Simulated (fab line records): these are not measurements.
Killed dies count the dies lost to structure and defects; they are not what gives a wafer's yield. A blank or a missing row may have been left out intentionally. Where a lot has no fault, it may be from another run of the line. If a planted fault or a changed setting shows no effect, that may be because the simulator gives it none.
Which of the tools did it?    flow n5Finfet    10 lots with 30 wafers sampled at 4 steps, on a route of 1938 steps

## WHAT EACH GAUGE READ, for each wafer
N5_BEOL_M9_OCD_MEAS_38. Usual: 148.8 nm for trenchDepthNm, sd 2.9.
lot   measured      on      trenchDepthNm (nm)  flag
L445  day 10 07:55  ocd-02  150.9 153.2 150.0   
L446  day 10 16:06  ocd-02  148.8 146.6 150.3   
L447  day 11 02:05  ocd-02  149.2 151.4 148.6   
L448  day 11 09:57  ocd-02  144.7 148.1 149.9   
L460  day 14 23:52  ocd-01  146.1 151.4 148.8   
L463  day 15 04:08  ocd-01  145.7 148.9 146.9   
L459  day 15 15:34  ocd-01  143.6 151.0 152.4   
L465  day 15 21:13  ocd-01  144.9 144.9 145.5   
L462  day 15 23:21  ocd-01  144.6 145.8 149.5   
L461  day 15 23:23  ocd-02  149.5 153.2 149.4   

## WHICH TOOL RAN EACH LOT (tool, then ch and the chambers of the sampled wafers, then the start)
lot   N5_BEOL_M9_ETCH_76                 N5_BEOL_M9_VIA_ETCH_34             N5_BEOL_M9_STRIP_80
L445  rieDiel-04 ch 0,2,3, day 10 07:29  rieDiel-04 ch 0,2,3, day 10 07:38  rieDiel-04 ch 0,2,3, day 10 07:55 or earlier
L446  rieDiel-03 ch 0,1,2, day 10 15:40  rieDiel-03 ch 0,1,2, day 10 15:49  rieDiel-03 ch 0,1,2, day 10 16:06 or earlier
L447  rieDiel-03 ch 1,2,3, day 11 01:40  rieDiel-03 ch 1,2,3, day 11 01:48  rieDiel-03 ch 1,2,3, day 11 02:05 or earlier
L448  rieDiel-01 ch 1,2,3, day 11 08:46  rieDiel-01 ch 1,2,3, day 11 08:54  rieDiel-01 ch 1,2,3, day 11 09:57 or earlier
L460  rieDiel-01 ch 0,1,3, day 14 23:26  rieDiel-01 ch 0,1,3, day 14 23:35  rieDiel-01 ch 0,1,3, day 14 23:52 or earlier
L463  rieDiel-03 ch 1,2,3, day 15 03:43  rieDiel-03 ch 1,2,3, day 15 03:52  rieDiel-03 ch 1,2,3, day 15 04:08 or earlier
L459  rieDiel-01 ch 0,2, day 15 15:09    rieDiel-01 ch 0,2, day 15 15:17    rieDiel-01 ch 0,2, day 15 15:34 or earlier
L465  rieDiel-01 ch 1,2,3, day 15 20:47  rieDiel-01 ch 1,2,3, day 15 20:56  rieDiel-01 ch 1,2,3, day 15 21:13 or earlier
L462  rieDiel-03 ch 0,3, day 15 22:56    rieDiel-03 ch 0,3, day 15 23:05    rieDiel-03 ch 0,3, day 15 23:21 or earlier
L461  rieDiel-04 ch 0,3, day 15 22:58    rieDiel-04 ch 0,3, day 15 23:07    rieDiel-04 ch 0,3, day 15 23:23 or earlier
- N5_BEOL_M9_ETCH_76: etches underlayer in N2/H2, target depth 6.5 nm, time 5.2 s.
- N5_BEOL_M9_VIA_ETCH_34: etches SiCOH lowk in C4F6/O2, target depth 182.4 nm, time 68.4 s.
- N5_BEOL_M9_STRIP_80: strips in N2/H2, time 10 s.

## AS READ BY THE TOOLS THEMSELVES (means over the sampled wafers that have a number; for cases with no such wafer, the mark the record gives instead)
N5_BEOL_M9_ETCH_76. Usual: biasW 150.0 W, standard deviation 0.44; chamberPressureMTorr 30.00 mTorr, standard deviation 0.041; drypumpMotorCurrentA 5.8 A, standard deviation 0.72; etchRfOnTimeS 5.29 s, standard deviation 0.12; oesProductAu 0.64 a.u., standard deviation 0.048; rfVppV 523.3 V, standard deviation 2.3; showerheadPlenumPTorr 2.52 Torr, standard deviation 0.078; throttleValvePct 17.77 %, standard deviation 0.21.
lot   tool        biasW (W)  chamberPressureMTorr (mTorr)  drypumpMotorCurrentA (A)  etchRfOnTimeS (s)  oesProductAu (a.u.)  rfVppV (V)  showerheadPlenumPTorr (Torr)  throttleValvePct (%)  flag
L445  rieDiel-04  149.9      30.01                         6.2                       5.33               0.68                 524.2       2.53                          17.66                 
L446  rieDiel-03  150.0      30.00                         6.1                       5.30               0.67                 524.0       2.51                          17.66                 
L447  rieDiel-03  -          -                             -                         -                  -                    -           -                             -                     OFF
L448  rieDiel-01  -          -                             -                         -                  -                    -           -                             -                     OFF
L460  rieDiel-01  149.9      30.01                         5.6                       5.29               0.63                 521.3       2.47                          17.90                 
L463  rieDiel-03  150.3      30.02                         6.1                       5.23               0.63                 521.3       2.49                          17.83                 
L459  rieDiel-01  150.0      30.02                         5.5                       5.20               0.63                 525.0       2.53                          17.81                 
L465  rieDiel-01  150.0      30.01                         5.5                       5.41               0.60                 521.3       2.46                          17.83                 
L462  rieDiel-03  149.9      30.00                         6.4                       5.36               0.62                 523.7       2.53                          17.87                 
L461  rieDiel-04  150.1      30.01                         5.9                       5.32               0.61                 525.4       2.56                          17.86                 

N5_BEOL_M9_VIA_ETCH_34. Usual: C4F6_flow_sccm 10.006 sccm, standard deviation 0.029; O2_flow_sccm 10.00 sccm, standard deviation 0.03; drypumpMotorCurrentA 5.8 A, standard deviation 0.72; oesProductAu 0.75 a.u., standard deviation 0.056; rfVppV 668 V, standard deviation 15; showerheadPlenumPTorr 2.82 Torr, standard deviation 0.073; throttleValvePct 20.79 %, standard deviation 0.17.
lot   tool        C4F6_flow_sccm (sccm)  O2_flow_sccm (sccm)  drypumpMotorCurrentA (A)  oesProductAu (a.u.)  rfVppV (V)  showerheadPlenumPTorr (Torr)  throttleValvePct (%)  flag
L445  rieDiel-04  9.996                  10.00                6.2                       0.79                 684         2.82                          20.68                 
L446  rieDiel-03  10.008                 10.01                6.1                       0.78                 650         2.82                          20.66                 
L447  rieDiel-03  10.006                 10.02                6.1                       0.76                 644         2.80                          20.73                 
L448  rieDiel-01  10.008                 10.01                5.5                       0.75                 666         2.78                          20.84                 
L460  rieDiel-01  9.997                  10.00                5.6                       0.75                 663         2.78                          20.99                 
L463  rieDiel-03  10.003                 10.01                6.1                       0.73                 643         2.79                          20.78                 
L459  rieDiel-01  9.988                  9.98                 5.5                       0.73                 668         2.85                          20.97                 
L465  rieDiel-01  9.987                  9.98                 5.5                       0.72                 666         2.77                          20.89                 
L462  rieDiel-03  10.027                 9.98                 6.4                       0.72                 656         2.81                          20.71                 
L461  rieDiel-04  9.980                  10.01                5.8                       0.72                 686         2.85                          20.80                 

N5_BEOL_M9_STRIP_80. Usual: biasPowerW 6.999 W, standard deviation 0.022; drypumpMotorCurrentA 5.8 A, standard deviation 0.72; oesProductAu 0.76 a.u., standard deviation 0.056; rfVppV 59.1 V, standard deviation 0.89; showerheadPlenumPTorr 2.51 Torr, standard deviation 0.078; throttleValvePct 23.52 %, standard deviation 0.26.
lot   tool        biasPowerW (W)  drypumpMotorCurrentA (A)  oesProductAu (a.u.)  rfVppV (V)  showerheadPlenumPTorr (Torr)  throttleValvePct (%)  flag
L445  rieDiel-04  7.024           6.2                       0.80                 57.9        2.52                          23.39                 
L446  rieDiel-03  6.992           6.1                       0.79                 58.4        2.51                          23.39                 
L447  rieDiel-03  7.018           6.2                       0.76                 59.3        2.50                          23.49                 
L448  rieDiel-01  7.028           5.5                       0.74                 58.8        2.46                          23.58                 
L460  rieDiel-01  7.003           5.6                       0.75                 59.3        2.47                          23.62                 
L463  rieDiel-03  7.005           6.1                       0.74                 59.0        2.49                          23.53                 
L459  rieDiel-01  6.986           5.5                       0.73                 59.4        2.52                          23.48                 
L465  rieDiel-01  7.007           5.5                       0.72                 59.1        2.45                          23.62                 
L462  rieDiel-03  6.988           6.4                       0.74                 60.0        2.53                          23.71                 
L461  rieDiel-04  6.996           5.8                       0.73                 59.4        2.56                          23.58                 

## THE ANSWER, worked out from the rows above alone
Rule: a lot is off if the mean of its wafers that have a number lies more than 3 standard deviations from the usual mean. Also off: a lot with no number at a reading for which 4 or more lots have one. Any other lot the step has rows for is counted as sound. Order of review: gauges by route order, followed by the tools' own readings, for which a lot's mean as printed above is used. The first step at which some lot is off is used, and at that step the reading that is off furthest; a lot without a number counts as furthest.
Off: L447, L448 (N5_BEOL_M9_ETCH_76, biasW). Without a number there: L447, L448.
A tool fits if, at that step or a process step before it, it ran every lot that is off, and no sound lot after the first of them. Not one of the candidates tried fits.

## WHAT HAD BEEN PUT IN BY THE SIMULATOR
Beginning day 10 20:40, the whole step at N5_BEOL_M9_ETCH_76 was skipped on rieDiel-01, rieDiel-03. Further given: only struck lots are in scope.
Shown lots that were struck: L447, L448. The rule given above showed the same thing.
